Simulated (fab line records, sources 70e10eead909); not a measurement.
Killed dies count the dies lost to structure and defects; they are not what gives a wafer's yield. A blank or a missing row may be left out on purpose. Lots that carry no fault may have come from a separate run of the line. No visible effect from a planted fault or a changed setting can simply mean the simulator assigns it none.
Matching of chambers || flow nand harc || NHARC_A_CHANNEL_FILL_D1_ALD_14 on ald hk-02 has 4 sister chambers
The step deposits SiO2, target thk 2.5 nm, pulse time 10 s, ald cycles 25. 8 wafers are shown with their chamber, then 8 later ones without.

== WAFERS, EACH WITH ITS CHAMBER ==
{"wafer": "L081.4", "chamber": 0, "heater power w (W)": 424, "precursor pulse height rel": 1.041}
{"wafer": "L085.1", "chamber": 2, "heater power w (W)": 499, "precursor pulse height rel": 0.997}
{"wafer": "L085.3", "chamber": 3, "heater power w (W)": 486, "precursor pulse height rel": 1.024}
{"wafer": "L085.4", "chamber": 1, "heater power w (W)": 495, "precursor pulse height rel": 0.983}
{"wafer": "L089.3", "chamber": 0, "heater power w (W)": 440, "precursor pulse height rel": 0.987}
{"wafer": "L089.5", "chamber": 2, "heater power w (W)": 505, "precursor pulse height rel": 0.987}
{"wafer": "L089.6", "chamber": 1, "heater power w (W)": 505, "precursor pulse height rel": 0.997}
{"wafer": "L087.4", "chamber": 3, "heater power w (W)": 495, "precursor pulse height rel": 1.031}

== WAFERS WITHOUT THEIR CHAMBER ==
{"wafer": "L087.5", "heater power w (W)": 424, "precursor pulse height rel": 0.979}
{"wafer": "L087.6", "heater power w (W)": 472, "precursor pulse height rel": 0.989}
{"wafer": "L091.2", "heater power w (W)": 476, "precursor pulse height rel": 1.002}
{"wafer": "L091.3", "heater power w (W)": 431, "precursor pulse height rel": 1.008}
{"wafer": "L091.4", "heater power w (W)": 497, "precursor pulse height rel": 0.996}
{"wafer": "L097.1", "heater power w (W)": 484, "precursor pulse height rel": 0.978}
{"wafer": "L097.2", "heater power w (W)": 492, "precursor pulse height rel": 1.009}
{"wafer": "L097.5", "heater power w (W)": 496, "precursor pulse height rel": 1.004}

== CHAMBER TAKEN BY EACH ==
{"wafer": "L087.5", "from the rows above": 0, "in truth": 0}
{"wafer": "L087.6", "from the rows above": "can't be placed: 3 or 1 or 2", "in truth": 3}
{"wafer": "L091.2", "from the rows above": "can't be placed: 3 or 1 or 2", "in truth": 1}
{"wafer": "L091.3", "from the rows above": 0, "in truth": 0}
{"wafer": "L091.4", "from the rows above": "can't be placed: 1 or 2 or 3", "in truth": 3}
{"wafer": "L097.1", "from the rows above": "can't be placed: 1 or 2 or 3", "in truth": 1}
{"wafer": "L097.2", "from the rows above": "can't be placed: 3 or 1 or 2", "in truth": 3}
{"wafer": "L097.5", "from the rows above": "can't be placed: 1 or 2 or 3", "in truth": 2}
Placed correctly: 2 of 8. Can't be placed from these rows: 6 (the true chamber is among the candidates in 6). Number placed wrongly: 0.
How it was worked out, from the rows above alone: a wafer's distance from a chamber is the root of the sum, over the readings, of the square of ((its reading less the chamber's mean) divided by the reading's scatter). If the next closest chamber is less than 2 further off than the closest, the wafer can't be placed; otherwise it belongs to the closest. The mean given for a chamber averages the wafers shown for that chamber. The scatter is the square root of a quotient: the sum, over the shown wafers, of each reading's squared deviation from its chamber's mean, divided by wafers minus chambers.
